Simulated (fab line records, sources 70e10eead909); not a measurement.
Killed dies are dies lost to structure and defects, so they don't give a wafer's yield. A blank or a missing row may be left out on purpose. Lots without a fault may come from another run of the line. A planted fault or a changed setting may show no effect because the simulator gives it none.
Which tool did it? | flow nand_harc | 24 lots, 72 wafers sampled, at 6 steps of a route of 1159

WHAT THE GAUGES READ, wafer by wafer
The record holds no reading of a measuring or inspecting step that can be judged against a usual standard deviation.

WHICH TOOL RAN EACH LOT (tool, then ch and the chambers of the sampled wafers, then the start)
lot  | NHARC_A_STAIRCASE_ETCH_236                    | NHARC_A_STAIRCASE_ETCH_253         | NHARC_A_STAIRCASE_ETCH_294                    | NHARC_A_STAIRCASE_ETCH_453                    | NHARC_A_STAIRCASE_DEP_325       | NHARC_A_SGD_CUT_STRIP_17
L074 | rie_diel-08 ch 1,2,3, day 11 16:56 or earlier | rie_diel-08 ch 2,3, day 11 16:56   | rie_diel-04 ch 0,1, day 13 12:38 or earlier   | rie_diel-12 ch 2,3, day 13 12:38 or earlier   | pecvd-04 ch 1,2, day 13 12:38   | rie_diel-11 ch 1,2, no start
L076 | rie_diel-12 ch 2,3, day 11 18:56 or earlier   | rie_diel-12 ch 0,1,2, day 11 18:56 | rie_diel-08 ch 1,2,3, day 13 20:35 or earlier | rie_diel-12 ch 0,1,2, day 13 20:35 or earlier | pecvd-01 ch 1,2, day 13 20:35   | rie_diel-01 ch 0,1, no start
L075 | rie_diel-04 ch 0,2,3, day 12 03:20 or earlier | rie_diel-12 ch 0,1,3, day 12 03:20 | rie_diel-04 ch 0,1,2, day 13 20:17 or earlier | rie_diel-08 ch 1,2,3, day 13 20:17 or earlier | pecvd-04 ch 0,1, day 13 20:17   | rie_diel-06 ch 1,2,3, no start
L079 | rie_diel-04 ch 0,3, day 12 07:10 or earlier   | rie_diel-04 ch 1,3, day 12 07:10   | rie_diel-04 ch 0,1,3, day 14 02:07 or earlier | rie_diel-12 ch 1,3, day 14 02:07 or earlier   | pecvd-01 ch 0,1, day 14 02:07   | rie_diel-01 ch 0,2,3, no start
L077 | rie_diel-04 ch 0,3, day 12 07:11 or earlier   | rie_diel-08 ch 0,2,3, day 12 07:11 | rie_diel-12 ch 0,1,2, day 14 01:55 or earlier | rie_diel-04 ch 0,3, day 14 01:55 or earlier   | pecvd-04 ch 0, day 14 01:55     | rie_diel-11 ch 1,2,3, no start
L078 | rie_diel-12 ch 0,2,3, day 12 12:39 or earlier | rie_diel-04 ch 0,2, day 12 12:39   | rie_diel-04 ch 0,1,2, day 14 07:40 or earlier | rie_diel-08 ch 0,1, day 14 07:40 or earlier   | pecvd-04 ch 1,2, day 14 07:40   | rie_diel-06 ch 1,3, no start
L081 | rie_diel-08 ch 0,2,3, day 13 00:19 or earlier | rie_diel-12 ch 0,2,3, day 13 00:19 | rie_diel-08 ch 0,1,2, day 14 21:33 or earlier | rie_diel-12 ch 1,2,3, day 14 21:33 or earlier | pecvd-04 ch 0,2, day 14 21:33   | rie_diel-01 ch 1,2,3, no start
L082 | rie_diel-08 ch 1,2,3, day 13 03:06 or earlier | rie_diel-08 ch 1,3, day 13 03:06   | rie_diel-12 ch 1,3, day 14 21:32 or earlier   | rie_diel-12 ch 2,3, day 14 21:32 or earlier   | pecvd-01 ch 1,2, day 14 21:32   | rie_diel-11 ch 0,1, no start
L080 | rie_diel-12 ch 0,2,3, day 13 07:05 or earlier | rie_diel-12 ch 0,1,2, day 13 07:05 | rie_diel-08 ch 1,2, day 15 07:31 or earlier   | rie_diel-04 ch 2,3, day 15 07:31 or earlier   | pecvd-03 ch 0,1, day 15 07:31   | rie_diel-01 ch 0,3, no start
L083 | rie_diel-04 ch 1,2, day 13 13:19 or earlier   | rie_diel-12 ch 0,1,2, day 13 13:19 | rie_diel-12 ch 2,3, day 15 11:58 or earlier   | rie_diel-04 ch 2,3, day 15 11:58 or earlier   | pecvd-03 ch 0,1, day 15 11:58   | rie_diel-06 ch 0,3, no start
L084 | rie_diel-04 ch 0,2, day 13 15:06 or earlier   | rie_diel-04 ch 0,1,2, day 13 15:06 | rie_diel-12 ch 1,2, day 15 12:04 or earlier   | rie_diel-04 ch 1,2,3, day 15 12:04 or earlier | pecvd-04 ch 0,1,2, day 15 12:04 | rie_diel-01 ch 0,1, no start
L085 | rie_diel-04 ch 2,3, day 14 17:46 or earlier   | rie_diel-08 ch 0,3, day 14 17:46   | rie_diel-08 ch 0,1, day 16 10:13 or earlier   | rie_diel-12 ch 1,3, day 16 10:13 or earlier   | pecvd-04 ch 1,2, day 16 10:13   | rie_diel-11 ch 0,1,2, no start
L087 | rie_diel-12 ch 0,3, day 14 18:38 or earlier   | rie_diel-12 ch 0,1,3, day 14 18:38 | rie_diel-12 ch 0,1,3, day 16 13:50 or earlier | rie_diel-04 ch 0,1,3, day 16 13:50 or earlier | pecvd-04 ch 0,1,2, day 16 13:50 | rie_diel-01 ch 0,1,2, no start
L088 | rie_diel-12 ch 0,3, day 14 19:01 or earlier   | rie_diel-12 ch 1,2,3, day 14 19:01 | rie_diel-08 ch 2,3, day 16 13:50 or earlier   | rie_diel-04 ch 1,2, day 16 13:50 or earlier   | pecvd-01 ch 0,1, day 16 13:50   | rie_diel-06 ch 0,1,2, no start
L086 | rie_diel-12 ch 1,2,3, day 14 21:07 or earlier | rie_diel-08 ch 0,1, day 14 21:07   | rie_diel-08 ch 0,2, day 16 20:18 or earlier   | rie_diel-12 ch 0,3, day 16 20:18 or earlier   | pecvd-01 ch 0,1,2, day 16 20:18 | rie_diel-01 ch 2,3, no start
L089 | rie_diel-12 ch 0,1,3, day 15 05:02 or earlier | rie_diel-12 ch 0,1,3, day 15 05:02 | rie_diel-04 ch 0,1,2, day 16 20:38 or earlier | rie_diel-08 ch 0,1, day 16 20:38 or earlier   | pecvd-03 ch 0,1, day 16 20:38   | rie_diel-06 ch 2,3, no start
L092 | rie_diel-12 ch 0,1,3, day 15 13:31 or earlier | rie_diel-12 ch 0,1, day 15 13:31   | rie_diel-04 ch 0,1,2, day 17 14:18 or earlier | rie_diel-04 ch 0,1, day 17 14:18 or earlier   | pecvd-04 ch 1,2, day 17 14:18   | rie_diel-11 ch 1,2,3, no start
L093 | rie_diel-08 ch 2,3, day 15 15:23 or earlier   | rie_diel-04 ch 0,1,2, day 15 15:23 | rie_diel-08 ch 0,2,3, day 17 13:49 or earlier | rie_diel-12 ch 0,1, day 17 13:49 or earlier   | pecvd-03 ch 0,1,2, day 17 13:49 | rie_diel-06 ch 0,1, no start
L091 | rie_diel-04 ch 0,1,3, day 15 19:55 or earlier | rie_diel-12 ch 0,1,2, day 15 19:55 | rie_diel-04 ch 0,1,3, day 17 13:32 or earlier | rie_diel-12 ch 0,1,3, day 17 13:32 or earlier | pecvd-04 ch 0,1, day 17 13:32   | rie_diel-01 ch 0,1,3, no start
L090 | rie_diel-12 ch 1,2, day 15 20:22 or earlier   | rie_diel-12 ch 0,2, day 15 20:22   | rie_diel-12 ch 0,1,3, day 17 13:38 or earlier | rie_diel-04 ch 0,2,3, day 17 13:38 or earlier | pecvd-01 ch 0,1,2, day 17 13:38 | rie_diel-01 ch 0,1, no start
L095 | rie_diel-12 ch 0,1,3, day 16 11:40 or earlier | rie_diel-12 ch 0,2,3, day 16 11:40 | rie_diel-12 ch 0,1,3, day 19 01:05 or earlier | rie_diel-08 ch 0,2,3, day 19 01:05 or earlier | pecvd-04 ch 1,2, day 19 01:05   | rie_diel-01 ch 0,1,3, no start
L094 | rie_diel-08 ch 0,1,3, day 16 14:16 or earlier | rie_diel-12 ch 0,1, day 16 14:16   | rie_diel-04 ch 0,1,2, day 19 01:11 or earlier | rie_diel-04 ch 1,2, day 19 01:11 or earlier   | pecvd-01 ch 1,2, day 19 01:11   | rie_diel-06 ch 0,1,2, no start
L097 | rie_diel-04 ch 1,2,3, day 17 05:08 or earlier | rie_diel-12 ch 0,3, day 17 05:08   | rie_diel-04 ch 2,3, day 19 01:05 or earlier   | rie_diel-12 ch 2,3, day 19 01:05 or earlier   | pecvd-03 ch 1,2, day 19 01:05   | rie_diel-01 ch 0,3, no start
L096 | rie_diel-08 ch 1,2, day 17 05:49 or earlier   | rie_diel-12 ch 1,2,3, day 17 05:49 | rie_diel-08 ch 0,3, day 19 01:51 or earlier   | rie_diel-08 ch 0,3, day 19 01:51 or earlier   | pecvd-03 ch 0,1,2, day 19 01:51 | rie_diel-11 ch 2,3, no start
- NHARC_A_STAIRCASE_ETCH_236: etches the open film in C4F8/O2, target depth 100 nm, time 40.5 s.
- NHARC_A_STAIRCASE_ETCH_253: etches the open film in C4F8/O2, target depth 50 nm, time 20.2 s.
- NHARC_A_STAIRCASE_ETCH_294: etches the open film in C4F8/O2/Ar, target depth 4992 nm, time 1212.4 s.
- NHARC_A_STAIRCASE_ETCH_453: etches the open film in CF4/O2, target depth 30 nm, overetch 3 nm, time 16.5 s.
- NHARC_A_STAIRCASE_DEP_325: deposits SiO2, target thk 3800 nm.
- NHARC_A_SGD_CUT_STRIP_17: strips in O2.

WHAT THE TOOLS THEMSELVES READ (means of the sampled wafers that have a number; where no wafer has one, the mark that the record gives instead)
NHARC_A_STAIRCASE_ETCH_236.
lot  | tool        | oes_product_au (a.u.) | rf_vpp_V (V)
L074 | rie_diel-08 | 0.932                 | 902
L076 | rie_diel-12 | 0.930                 | 904
L075 | rie_diel-04 | 0.945                 | 897
L079 | rie_diel-04 | 0.944                 | 897
L077 | rie_diel-04 | 0.942                 | 897
L078 | rie_diel-12 | 0.940                 | 900
L081 | rie_diel-08 | 0.935                 | 899
L082 | rie_diel-08 | 0.941                 | 902
L080 | rie_diel-12 | 0.943                 | 900
L083 | rie_diel-04 | 0.948                 | 898
L084 | rie_diel-04 | 0.944                 | 898
L085 | rie_diel-04 | 0.952                 | 896
L087 | rie_diel-12 | 0.931                 | 899
L088 | rie_diel-12 | 0.926                 | 896
L086 | rie_diel-12 | 0.930                 | 899
L089 | rie_diel-12 | 0.938                 | 896
L092 | rie_diel-12 | 0.939                 | 895
L093 | rie_diel-08 | 0.944                 | 901
L091 | rie_diel-04 | 0.943                 | 897
L090 | rie_diel-12 | 0.938                 | 896
L095 | rie_diel-12 | 0.933                 | 896
L094 | rie_diel-08 | 0.948                 | 899
L097 | rie_diel-04 | 0.948                 | 896
L096 | rie_diel-08 | 0.934                 | 902

NHARC_A_STAIRCASE_ETCH_253.
lot  | tool        | oes_product_au (a.u.) | rf_vpp_V (V)
L074 | rie_diel-08 | 0.927                 | 901
L076 | rie_diel-12 | 0.943                 | 897
L075 | rie_diel-12 | 0.939                 | 897
L079 | rie_diel-04 | 0.949                 | 898
L077 | rie_diel-08 | 0.975                 | 899
L078 | rie_diel-04 | 0.924                 | 896
L081 | rie_diel-12 | 0.918                 | 899
L082 | rie_diel-08 | 0.943                 | 902
L080 | rie_diel-12 | 0.946                 | 897
L083 | rie_diel-12 | 0.969                 | 896
L084 | rie_diel-04 | 0.963                 | 898
L085 | rie_diel-08 | 0.949                 | 896
L087 | rie_diel-12 | 0.941                 | 896
L088 | rie_diel-12 | 0.942                 | 899
L086 | rie_diel-08 | 0.965                 | 897
L089 | rie_diel-12 | 0.945                 | 896
L092 | rie_diel-12 | 0.964                 | 892
L093 | rie_diel-04 | 0.963                 | 898
L091 | rie_diel-12 | 0.966                 | 895
L090 | rie_diel-12 | 0.962                 | 899
L095 | rie_diel-12 | 0.939                 | 899
L094 | rie_diel-12 | 0.956                 | 892
L097 | rie_diel-12 | 0.960                 | 896
L096 | rie_diel-12 | 0.985                 | 899

NHARC_A_STAIRCASE_ETCH_294.
lot  | tool        | oes_product_au (a.u.) | rf_vpp_V (V)
L074 | rie_diel-04 | 0.931                 | 1831
L076 | rie_diel-08 | 0.930                 | 1839
L075 | rie_diel-04 | 0.935                 | 1832
L079 | rie_diel-04 | 0.948                 | 1829
L077 | rie_diel-12 | 0.946                 | 1828
L078 | rie_diel-04 | 0.924                 | 1831
L081 | rie_diel-08 | 0.949                 | 1835
L082 | rie_diel-12 | 0.923                 | 1833
L080 | rie_diel-08 | 0.919                 | 1840
L083 | rie_diel-12 | 0.935                 | 1842
L084 | rie_diel-12 | 0.927                 | 1835
L085 | rie_diel-08 | 0.940                 | 1834
L087 | rie_diel-12 | 0.917                 | 1827
L088 | rie_diel-08 | 0.927                 | 1836
L086 | rie_diel-08 | 0.933                 | 1834
L089 | rie_diel-04 | 0.921                 | 1831
L092 | rie_diel-04 | 0.929                 | 1829
L093 | rie_diel-08 | 0.938                 | 1832
L091 | rie_diel-04 | 0.915                 | 1829
L090 | rie_diel-12 | 0.927                 | 1826
L095 | rie_diel-12 | 0.927                 | 1826
L094 | rie_diel-04 | 0.924                 | 1829
L097 | rie_diel-04 | 0.946                 | 1824
L096 | rie_diel-08 | 0.933                 | 1825

NHARC_A_STAIRCASE_ETCH_453.
lot  | tool        | drypump_motor_current_A (A) | oes_product_au (a.u.) | rf_vpp_V (V) | showerhead_plenum_p_Torr (Torr) | throttle_valve_pct (%)
L074 | rie_diel-12 | 5.43                        | 0.991                 | 199.8        | 1.42                            | 13.385
L076 | rie_diel-12 | 5.71                        | 0.997                 | 198.3        | 1.35                            | 13.387
L075 | rie_diel-08 | 5.79                        | 0.997                 | 199.4        | 1.40                            | 13.386
L079 | rie_diel-12 | 5.72                        | 0.996                 | 198.0        | 1.34                            | 13.395
L077 | rie_diel-04 | 5.60                        | 1.008                 | 198.3        | 1.34                            | 13.406
L078 | rie_diel-08 | 5.39                        | 1.012                 | 198.5        | 1.34                            | 13.394
L081 | rie_diel-12 | 5.57                        | 0.997                 | 198.6        | 1.37                            | 13.407
L082 | rie_diel-12 | 5.42                        | 0.992                 | 199.5        | 1.41                            | 13.398
L080 | rie_diel-04 | 5.88                        | 1.011                 | 197.6        | 1.33                            | 13.401
L083 | rie_diel-04 | 5.88                        | 1.013                 | 198.1        | 1.33                            | 13.400
L084 | rie_diel-04 | 5.87                        | 1.007                 | 197.4        | 1.34                            | 13.396
L085 | rie_diel-12 | 5.72                        | 0.986                 | 197.3        | 1.33                            | 13.395
L087 | rie_diel-04 | 5.64                        | 0.986                 | 198.3        | 1.35                            | 13.399
L088 | rie_diel-04 | 5.81                        | 0.996                 | 197.8        | 1.36                            | 13.390
L086 | rie_diel-12 | 5.33                        | 0.997                 | 197.8        | 1.37                            | 13.400
L089 | rie_diel-08 | 5.52                        | 1.004                 | 198.8        | 1.38                            | 13.390
L092 | rie_diel-04 | 5.57                        | 0.985                 | 197.9        | 1.36                            | 13.393
L093 | rie_diel-12 | 5.87                        | 0.990                 | 196.8        | 1.30                            | 13.400
L091 | rie_diel-12 | 5.61                        | 0.990                 | 197.3        | 1.33                            | 13.391
L090 | rie_diel-04 | 5.81                        | 1.000                 | 197.7        | 1.34                            | 13.392
L095 | rie_diel-08 | 5.64                        | 1.003                 | 198.5        | 1.36                            | 13.403
L094 | rie_diel-04 | 5.80                        | 1.000                 | 198.7        | 1.36                            | 13.393
L097 | rie_diel-12 | 5.41                        | 1.005                 | 199.0        | 1.41                            | 13.403
L096 | rie_diel-08 | 5.52                        | 1.014                 | 197.2        | 1.33                            | 13.393

NHARC_A_STAIRCASE_DEP_325.
lot  | tool     | heater_power_w (W)
L074 | pecvd-04 | 627
L076 | pecvd-01 | 654
L075 | pecvd-04 | 721
L079 | pecvd-01 | 611
L077 | pecvd-04 | 679
L078 | pecvd-04 | 637
L081 | pecvd-04 | 653
L082 | pecvd-01 | 687
L080 | pecvd-03 | 574
L083 | pecvd-03 | 612
L084 | pecvd-04 | 679
L085 | pecvd-04 | 648
L087 | pecvd-04 | 688
L088 | pecvd-01 | 631
L086 | pecvd-01 | 628
L089 | pecvd-03 | 601
L092 | pecvd-04 | 629
L093 | pecvd-03 | 618
L091 | pecvd-04 | 754
L090 | pecvd-01 | 658
L095 | pecvd-04 | 653
L094 | pecvd-01 | 672
L097 | pecvd-03 | 695
L096 | pecvd-03 | 620

NHARC_A_SGD_CUT_STRIP_17.
lot  | tool        | drypump_motor_current_A (A) | oes_product_au (a.u.) | rf_vpp_V (V) | showerhead_plenum_p_Torr (Torr) | throttle_valve_pct (%)
L074 | rie_diel-11 | 5.5                         | 0.985                 | 57.7         | 3.55                            | 17.035
L076 | rie_diel-01 | 5.2                         | 0.996                 | 57.5         | 3.45                            | 17.026
L075 | rie_diel-06 | 5.8                         | 0.998                 | 57.3         | 3.44                            | 17.035
L079 | rie_diel-01 | 5.4                         | 1.000                 | 57.4         | 3.58                            | 17.041
L077 | rie_diel-11 | 5.7                         | 0.994                 | 58.5         | 3.51                            | 17.040
L078 | rie_diel-06 | 6.0                         | 0.991                 | 58.3         | 3.45                            | 17.031
L081 | rie_diel-01 | 5.3                         | 0.996                 | 56.9         | 3.53                            | 17.039
L082 | rie_diel-11 | 5.5                         | 1.008                 | 57.0         | 3.59                            | 17.036
L080 | rie_diel-01 | 5.4                         | 1.002                 | 57.7         | 3.56                            | 17.038
L083 | rie_diel-06 | 5.5                         | 1.005                 | 57.3         | 3.52                            | 17.038
L084 | rie_diel-01 | 5.4                         | 0.998                 | 57.5         | 3.49                            | 17.035
L085 | rie_diel-11 | 5.8                         | 1.006                 | 57.6         | 3.51                            | 17.034
L087 | rie_diel-01 | 5.4                         | 0.999                 | 57.5         | 3.50                            | 17.033
L088 | rie_diel-06 | 5.6                         | 0.997                 | 57.7         | 3.52                            | 17.039
L086 | rie_diel-01 | 5.4                         | 1.009                 | 57.4         | 3.59                            | 17.030
L089 | rie_diel-06 | 5.3                         | 0.992                 | 57.2         | 3.35                            | 17.030
L092 | rie_diel-11 | 5.7                         | 0.999                 | 57.9         | 3.51                            | 17.037
L093 | rie_diel-06 | 6.1                         | 1.005                 | 57.5         | 3.61                            | 17.053
L091 | rie_diel-01 | 5.3                         | 0.991                 | 57.2         | 3.51                            | 17.031
L090 | rie_diel-01 | 5.4                         | 0.995                 | 58.1         | 3.49                            | 17.032
L095 | rie_diel-01 | 5.3                         | 0.989                 | 58.4         | 3.51                            | 17.029
L094 | rie_diel-06 | 5.6                         | 1.005                 | 57.1         | 3.52                            | 17.041
L097 | rie_diel-01 | 5.3                         | 0.994                 | 58.3         | 3.58                            | 17.032
L096 | rie_diel-11 | 6.1                         | 0.982                 | 58.5         | 3.39                            | 17.033

THE ANSWER, worked out from the rows above alone
Rule: what is usual is taken from the lots themselves. Put in order of their means at a reading, lots are off if they are a third of the lots or fewer, leave a main group of 4 or more, and stand apart from it by a gap of 3 or more times the standard deviation of the main group's means; of several such gaps the widest counts. A main group whose means are all the same, to the digits that the tables above print for the reading, isn't used. A lot without any number at a reading at which 4 lots or more have one is off too. The other lots that the step has rows for count as sound. The gauges are gone through in route order, then the tools' own readings, and for those a lot's mean is taken as printed above. The first step at which some lot is off is used, and at that step the reading that is off furthest; a lot without a number counts as furthest.
No lot is off at any reading shown: from this, nothing can be told.

WHAT THE SIMULATOR HAD PUT IN
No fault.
